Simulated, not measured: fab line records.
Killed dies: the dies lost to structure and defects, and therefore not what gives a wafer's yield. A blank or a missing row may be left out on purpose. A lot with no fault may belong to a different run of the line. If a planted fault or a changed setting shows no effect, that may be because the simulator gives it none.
Which tool did it?	flow n5Finfet	20 lots, 60 wafers sampled, at 6 steps of a route of 1938

WHAT THE GAUGES READ, wafer by wafer
No reading from a measuring or inspecting step in the record can be judged against a usual standard deviation.

TOOL THAT RAN EACH LOT (tool first, then ch and the chambers of the sampled wafers, then the start)
lot	N5_BEOL_M3_PECVD_72	N5_BEOL_M3_DESCUM_16	N5_BEOL_M3_STRIP_66	N5_BEOL_M3_STRIP_36	N5_BEOL_M3_STRIP_97	N5_BEOL_M3_ANNEAL_80
L074	pecvd-01 ch 0,2, day 8 01:13	rieDiel-02 ch 0,1,2, day 8 04:02	rieDiel-02 ch 0,1,2, day 8 04:14	rieDiel-03 ch 1,3, day 8 06:49	rieDiel-03 ch 1,3, day 8 08:35 or earlier	pvdSputter-01, day 8 08:35
L075	pecvd-01 ch 0,1, day 8 02:27	rieDiel-03 ch 0,2, day 8 04:10	rieDiel-03 ch 0,2, day 8 04:23	rieDiel-02 ch 1,2, day 8 05:48	rieDiel-02 ch 1,2, day 8 08:02 or earlier	pvdSputter-03, day 8 08:02
L076	pecvd-04 ch 0,1,2, day 8 05:40	rieDiel-04 ch 0,1,3, day 8 06:58	rieDiel-04 ch 0,1,3, day 8 07:10	rieDiel-04 ch 0,1,3, day 8 09:49	rieDiel-04 ch 0,1,3, day 8 12:56 or earlier	pvdSputter-01, day 8 12:56
L077	pecvd-03 ch 0,1,2, day 8 08:46	rieDiel-04 ch 0,1,3, day 8 10:44	rieDiel-04 ch 0,1,3, day 8 10:56	rieDiel-04 ch 0,1,3, day 8 15:17	rieDiel-04 ch 0,1,3, day 8 16:58 or earlier	pvdSputter-01, day 8 16:58
L079	pecvd-01 ch 1,2, day 8 13:41	rieDiel-02 ch 0,1,3, day 8 16:22	rieDiel-02 ch 0,1,3, day 8 16:35	rieDiel-03 ch 1,2,3, day 8 18:35	rieDiel-03 ch 1,2,3, day 8 20:17 or earlier	pvdSputter-02, day 8 20:17
L081	pecvd-01 ch 0,1, day 8 17:34	rieDiel-04 ch 1,2, day 8 19:13	rieDiel-04 ch 1,2, day 8 19:26	rieDiel-02 ch 0,2,3, day 9 03:05	rieDiel-02 ch 0,2,3, day 9 06:52 or earlier	pvdSputter-01, day 9 06:52
L082	pecvd-01 ch 0,2, day 8 19:38	rieDiel-04 ch 1,2,3, day 8 20:13	rieDiel-04 ch 1,2,3, day 8 20:26	rieDiel-03 ch 0,1,3, day 9 03:07	rieDiel-03 ch 0,1,3, day 9 05:01 or earlier	pvdSputter-03, day 9 05:01
L083	pecvd-04 ch 0,1,2, day 9 02:29	rieDiel-04 ch 2,3, day 9 03:26	rieDiel-04 ch 2,3, day 9 03:38	rieDiel-02 ch 0,2,3, day 9 17:31	rieDiel-02 ch 0,2,3, day 9 19:23 or earlier	pvdSputter-03, day 9 19:23
L085	pecvd-01 ch 0,1, day 10 10:58	rieDiel-04 ch 1,2,3, day 10 13:43	rieDiel-04 ch 1,2,3, day 10 13:55	rieDiel-04 ch 2,3, day 10 16:07	rieDiel-04 ch 2,3, day 10 17:55 or earlier	pvdSputter-03, day 10 17:55
L084	pecvd-03 ch 0,2, day 10 14:45	rieDiel-03 ch 1,2,3, day 10 16:46	rieDiel-03 ch 1,2,3, day 10 16:58	rieDiel-02 ch 0,1,2, day 10 19:44	rieDiel-02 ch 0,1,2, day 10 21:26 or earlier	pvdSputter-02, day 10 21:26
L086	pecvd-03 ch 1,2, day 10 17:37	rieDiel-02 ch 0,1,3, day 10 18:26	rieDiel-02 ch 0,1,3, day 10 18:39	rieDiel-02 ch 0,2, day 10 21:32	rieDiel-02 ch 0,2, day 10 22:59 or earlier	pvdSputter-01, day 10 22:59
L087	pecvd-04 ch 0,1,2, day 10 20:44	rieDiel-03 ch 1,2,3, day 10 22:06	rieDiel-03 ch 1,2,3, day 10 22:18	rieDiel-03 ch 1,2,3, day 11 01:08	rieDiel-03 ch 1,2,3, day 11 03:01 or earlier	pvdSputter-03, day 11 03:01
L089	pecvd-04 ch 0,1,2, day 10 23:05	rieDiel-02 ch 0,1,3, day 11 01:22	rieDiel-02 ch 0,1,3, day 11 01:34	rieDiel-03 ch 1,2,3, day 11 03:54	rieDiel-03 ch 1,2,3, day 11 05:11 or earlier	pvdSputter-03, day 11 05:11
L091	pecvd-03 ch 1,2, day 11 05:05	rieDiel-02 ch 1,2,3, day 11 07:10	rieDiel-02 ch 1,2,3, day 11 07:22	rieDiel-02 ch 0,1,3, day 11 09:51	rieDiel-02 ch 0,1,3, day 11 13:04 or earlier	pvdSputter-03, day 11 13:04
L090	pecvd-01 ch 0,1,2, day 11 05:15	rieDiel-04 ch 1,2,3, day 11 07:19	rieDiel-04 ch 1,2,3, day 11 07:31	rieDiel-03 ch 0,1,3, day 11 09:55	rieDiel-03 ch 0,1,3, day 11 13:11 or earlier	pvdSputter-01, day 11 13:11
L093	pecvd-04 ch 0,1, day 11 13:52	rieDiel-03 ch 0,2,3, day 11 15:53	rieDiel-03 ch 0,2,3, day 11 16:05	rieDiel-02 ch 2,3, day 11 22:46	rieDiel-02 ch 2,3, day 12 00:47 or earlier	pvdSputter-02, day 12 00:47
L092	pecvd-01 ch 0,1, day 11 14:02	rieDiel-04 ch 1,2,3, day 11 16:08	rieDiel-04 ch 1,2,3, day 11 16:21	rieDiel-04 ch 0,1,3, day 11 23:19	rieDiel-04 ch 0,1,3, day 12 01:03 or earlier	pvdSputter-03, day 12 01:03
L095	pecvd-01 ch 0,2, day 12 22:10	rieDiel-03 ch 0,1, day 13 01:04	rieDiel-03 ch 0,1, day 13 01:16	rieDiel-02 ch 1,2, day 13 05:46	rieDiel-02 ch 1,2, day 13 08:23 or earlier	pvdSputter-03, day 13 08:23
L097	pecvd-01 ch 0,1, day 13 02:13	rieDiel-02 ch 0,2,3, day 13 05:13	rieDiel-02 ch 0,2,3, day 13 05:26	rieDiel-03 ch 0,2,3, day 13 13:47	rieDiel-03 ch 0,2,3, day 13 15:34 or earlier	pvdSputter-02, day 13 15:34
L096	pecvd-04 ch 1,2, day 13 12:02	rieDiel-03 ch 1,3, day 13 14:01	rieDiel-03 ch 1,3, day 13 14:14	rieDiel-02 ch 0,2, day 13 15:46	rieDiel-02 ch 0,2, day 13 18:28 or earlier	pvdSputter-02, day 13 18:28
- N5_BEOL_M3_PECVD_72: deposits SiO2 from TEOS/O2, target thk 16 nm, time 18 s.
- N5_BEOL_M3_DESCUM_16: chemistry O2, time 7 s.
- N5_BEOL_M3_STRIP_66: strips in CF4.
- N5_BEOL_M3_STRIP_36: strips in N2/H2.
- N5_BEOL_M3_STRIP_97: strips in N2/H2, time 10 s.
- N5_BEOL_M3_ANNEAL_80: time 240 s.

AS READ BY THE TOOLS THEMSELVES (means over the sampled wafers that have a number; for cases with no such wafer, the mark the record gives instead)
N5_BEOL_M3_PECVD_72. Usual: heaterPowerW 722 W, standard deviation 79; rfFwdPowerW 444.0 W, standard deviation 1.9; showerheadPlenumPTorr 8.77 Torr, standard deviation 0.074; throttleValvePct 22.2 %, standard deviation 1.3.
lot	tool	heaterPowerW (W)	rfFwdPowerW (W)	showerheadPlenumPTorr (Torr)	throttleValvePct (%)	flag
L074	pecvd-01	756	444.0	8.73	21.9	
L075	pecvd-01	681	444.9	8.69	23.1	
L076	pecvd-04	774	444.8	8.83	21.6	
L077	pecvd-03	650	442.3	8.82	22.3	
L079	pecvd-01	735	444.6	8.69	23.1	
L081	pecvd-01	636	442.4	8.70	23.3	
L082	pecvd-01	788	444.5	8.75	21.9	
L083	pecvd-04	738	445.1	8.82	21.8	
L085	pecvd-01	651	442.8	8.70	23.3	
L084	pecvd-03	706	444.1	8.81	22.4	
L086	pecvd-03	742	443.3	8.85	22.2	
L087	pecvd-04	753	443.8	8.82	21.8	
L089	pecvd-04	728	445.2	8.83	21.8	
L091	pecvd-03	656	444.0	8.84	22.3	
L090	pecvd-01	745	445.0	8.71	22.3	
L093	pecvd-04	757	445.6	8.80	22.9	
L092	pecvd-01	650	443.3	8.70	23.3	
L095	pecvd-01	744	446.0	8.72	21.3	
L097	pecvd-01	733	443.9	8.70	23.2	
L096	pecvd-04	675	443.0	8.84	20.7	

N5_BEOL_M3_DESCUM_16. Usual: drypumpMotorCurrentA 5.7 A (standard deviation 0.43); oesProductAu 0.83 a.u. (standard deviation 0.094); rfFwdPowerW 49.27 W (standard deviation 0.24); rfVppV 242.7 V (standard deviation 1.4); showerheadPlenumPTorr 2.06 Torr (standard deviation 0.079); tempC 39.99 C (standard deviation 0.11); throttleValvePct 20.42 % (standard deviation 0.22).
lot	tool	drypumpMotorCurrentA (A)	oesProductAu (a.u.)	rfFwdPowerW (W)	rfVppV (V)	showerheadPlenumPTorr (Torr)	tempC (C)	throttleValvePct (%)	flag
L074	rieDiel-02	5.3	0.80	49.05	242.1	2.01	40.05	20.27	
L075	rieDiel-03	5.6	0.81	49.51	242.9	2.11	40.10	20.58	
L076	rieDiel-04	6.2	0.86	49.32	242.0	2.03	39.98	20.36	
L077	rieDiel-04	6.2	0.85	49.37	242.1	2.03	39.91	20.36	
L079	rieDiel-02	5.2	0.81	49.20	241.3	2.03	40.00	20.38	
L081	rieDiel-04	5.7	0.93	49.33	243.5	2.14	39.87	20.39	
L082	rieDiel-04	5.9	0.91	49.36	243.6	2.11	39.91	20.34	
L083	rieDiel-04	5.8	0.95	49.36	242.4	2.10	39.94	20.39	
L085	rieDiel-04	5.9	0.89	49.52	242.9	2.10	39.97	20.36	
L084	rieDiel-03	5.9	0.85	49.16	243.6	2.15	40.07	20.37	
L086	rieDiel-02	5.2	0.79	49.02	241.5	2.02	39.96	20.40	
L087	rieDiel-03	5.9	0.84	49.13	244.2	2.15	40.01	20.39	
L089	rieDiel-02	5.2	0.79	49.08	242.1	2.02	40.00	20.40	
L091	rieDiel-02	5.5	0.75	49.16	243.0	2.06	40.00	20.29	
L090	rieDiel-04	5.9	0.88	49.12	242.7	2.10	39.94	20.37	
L093	rieDiel-03	5.8	0.77	49.44	243.4	2.13	40.03	20.64	
L092	rieDiel-04	5.9	0.87	49.18	242.8	2.10	40.00	20.37	
L095	rieDiel-03	5.7	0.84	49.32	244.4	2.12	40.00	20.54	
L097	rieDiel-02	5.4	0.82	49.36	242.1	2.02	40.00	20.39	
L096	rieDiel-03	6.0	0.85	48.94	244.3	2.15	40.12	20.36	

N5_BEOL_M3_STRIP_66. Usual: drypumpMotorCurrentA 5.7 A, standard deviation 0.43; oesProductAu 0.81 a.u., standard deviation 0.083; rfFwdPowerW 292.7 W, standard deviation 0.86; rfVppV 270.7 V, standard deviation 1.7; showerheadPlenumPTorr 1.77 Torr, standard deviation 0.062; throttleValvePct 13.54 %, standard deviation 0.22.
lot	tool	drypumpMotorCurrentA (A)	oesProductAu (a.u.)	rfFwdPowerW (W)	rfVppV (V)	showerheadPlenumPTorr (Torr)	throttleValvePct (%)	flag
L074	rieDiel-02	5.3	0.78	292.6	269.2	1.73	13.46	
L075	rieDiel-03	5.6	0.80	293.7	271.9	1.81	13.70	
L076	rieDiel-04	6.2	0.84	292.8	270.4	1.75	13.50	
L077	rieDiel-04	6.2	0.84	291.9	270.9	1.75	13.51	
L079	rieDiel-02	5.2	0.79	291.7	270.4	1.73	13.49	
L081	rieDiel-04	5.7	0.91	293.9	271.4	1.84	13.44	
L082	rieDiel-04	5.9	0.89	292.9	271.2	1.81	13.42	
L083	rieDiel-04	5.8	0.93	292.6	271.2	1.79	13.36	
L085	rieDiel-04	5.9	0.86	293.0	271.8	1.80	13.44	
L084	rieDiel-03	5.9	0.84	292.8	272.7	1.83	13.51	
L086	rieDiel-02	5.2	0.77	292.1	269.7	1.73	13.53	
L087	rieDiel-03	5.9	0.84	292.7	271.5	1.83	13.51	
L089	rieDiel-02	5.2	0.77	292.7	269.5	1.73	13.53	
L091	rieDiel-02	5.5	0.74	293.0	270.9	1.77	13.52	
L090	rieDiel-04	5.9	0.86	292.9	270.6	1.80	13.45	
L093	rieDiel-03	5.8	0.76	292.9	271.6	1.82	13.78	
L092	rieDiel-04	5.9	0.85	292.7	271.7	1.80	13.46	
L095	rieDiel-03	5.7	0.81	292.9	271.7	1.81	13.59	
L097	rieDiel-02	5.4	0.80	292.2	270.8	1.73	13.54	
L096	rieDiel-03	6.0	0.84	293.1	273.0	1.83	13.46	

N5_BEOL_M3_STRIP_36. Usual: drypumpMotorCurrentA 5.7 A, standard deviation 0.41; oesProductAu 0.80 a.u., standard deviation 0.09; rfVppV 59.3 V, standard deviation 1.6; showerheadPlenumPTorr 2.52 Torr, standard deviation 0.091; tempC 40.00 C, standard deviation 0.11; throttleValvePct 23.63 %, standard deviation 0.21.
lot	tool	drypumpMotorCurrentA (A)	oesProductAu (a.u.)	rfVppV (V)	showerheadPlenumPTorr (Torr)	tempC (C)	throttleValvePct (%)	flag
L074	rieDiel-03	6.1	0.87	60.3	2.65	40.00	23.50	
L075	rieDiel-02	5.4	0.84	58.8	2.50	39.90	23.50	
L076	rieDiel-04	6.2	0.84	57.9	2.46	40.09	23.55	
L077	rieDiel-04	6.2	0.84	57.1	2.47	39.97	23.55	
L079	rieDiel-03	5.9	0.88	59.6	2.62	39.92	23.56	
L081	rieDiel-02	5.4	0.73	57.2	2.47	40.02	23.64	
L082	rieDiel-03	5.8	0.83	60.7	2.60	40.00	23.78	
L083	rieDiel-02	5.4	0.72	60.0	2.46	39.98	23.66	
L085	rieDiel-04	5.9	0.93	60.2	2.52	39.98	23.42	
L084	rieDiel-02	5.3	0.77	59.7	2.45	40.06	23.64	
L086	rieDiel-02	5.5	0.71	58.6	2.46	39.98	23.71	
L087	rieDiel-03	5.9	0.85	60.2	2.61	39.94	23.58	
L089	rieDiel-03	5.9	0.84	59.5	2.61	39.97	23.58	
L091	rieDiel-02	5.2	0.79	58.2	2.45	40.11	23.62	
L090	rieDiel-03	5.8	0.80	60.2	2.59	39.96	23.80	
L093	rieDiel-02	5.6	0.69	58.4	2.52	39.93	23.58	
L092	rieDiel-04	6.2	0.81	57.5	2.46	40.05	23.59	
L095	rieDiel-02	5.4	0.90	58.8	2.48	40.08	23.52	
L097	rieDiel-03	5.8	0.75	61.7	2.57	40.11	23.76	
L096	rieDiel-02	5.5	0.89	58.3	2.45	40.08	23.64	

N5_BEOL_M3_STRIP_97. Usual: drypumpMotorCurrentA 5.7 A, standard deviation 0.42; oesProductAu 0.80 a.u., standard deviation 0.09; rfVppV 58.9 V, standard deviation 0.88; showerheadPlenumPTorr 2.52 Torr, standard deviation 0.091; tempC 40.00 C, standard deviation 0.12; throttleValvePct 23.63 %, standard deviation 0.21.
lot	tool	drypumpMotorCurrentA (A)	oesProductAu (a.u.)	rfVppV (V)	showerheadPlenumPTorr (Torr)	tempC (C)	throttleValvePct (%)	flag
L074	rieDiel-03	6.1	0.87	59.0	2.65	39.85	23.51	
L075	rieDiel-02	5.4	0.84	59.2	2.50	39.89	23.50	
L076	rieDiel-04	6.2	0.84	58.0	2.47	39.87	23.55	
L077	rieDiel-04	6.2	0.85	59.1	2.46	40.06	23.55	
L079	rieDiel-03	5.9	0.87	58.8	2.62	40.03	23.57	
L081	rieDiel-02	5.4	0.72	58.5	2.47	40.04	23.65	
L082	rieDiel-03	5.8	0.82	59.8	2.60	39.97	23.78	
L083	rieDiel-02	5.4	0.73	59.0	2.46	40.05	23.65	
L085	rieDiel-04	5.8	0.93	58.6	2.52	39.95	23.43	
L084	rieDiel-02	5.3	0.78	59.2	2.45	39.99	23.66	
L086	rieDiel-02	5.5	0.70	58.7	2.46	40.13	23.71	
L087	rieDiel-03	5.9	0.85	59.5	2.61	40.10	23.59	
L089	rieDiel-03	5.9	0.85	59.3	2.61	39.94	23.59	
L091	rieDiel-02	5.2	0.78	58.8	2.45	39.94	23.62	
L090	rieDiel-03	5.8	0.81	59.1	2.60	40.06	23.79	
L093	rieDiel-02	5.5	0.69	59.7	2.52	40.08	23.58	
L092	rieDiel-04	6.2	0.82	58.4	2.45	40.04	23.58	
L095	rieDiel-02	5.4	0.89	58.9	2.48	40.00	23.50	
L097	rieDiel-03	5.8	0.76	59.1	2.57	39.90	23.76	
L096	rieDiel-02	5.5	0.90	59.4	2.45	39.96	23.65	

N5_BEOL_M3_ANNEAL_80. Usual: 791 W for heaterPowerW, sd 53.
lot	tool	heaterPowerW (W)	flag
L074	pvdSputter-01	817	
L075	pvdSputter-03	807	
L076	pvdSputter-01	791	
L077	pvdSputter-01	838	
L079	pvdSputter-02	769	
L081	pvdSputter-01	825	
L082	pvdSputter-03	814	
L083	pvdSputter-03	807	
L085	pvdSputter-03	804	
L084	pvdSputter-02	797	
L086	pvdSputter-01	781	
L087	pvdSputter-03	790	
L089	pvdSputter-03	800	
L091	pvdSputter-03	827	
L090	pvdSputter-01	811	
L093	pvdSputter-02	790	
L092	pvdSputter-03	798	
L095	pvdSputter-03	829	
L097	pvdSputter-02	822	
L096	pvdSputter-02	728	

THE ANSWER, worked out from the rows above alone
Rule: a lot counts as off when the mean over its wafers that have a number is more than 3 standard deviations away from the usual mean. A lot without any number at a reading at which 4 lots or more have one is off too. All remaining lots with rows at the step are treated as sound. After the gauges, taken in route order, come the tools' own readings; for these a lot's mean is taken, as printed above. The first step at which some lot is off is used, and at that step the reading that is off furthest; a lot without a number counts as furthest.
Nothing can be told from this: no lot is off at any reading shown.

WHAT HAD BEEN PUT IN BY THE SIMULATOR
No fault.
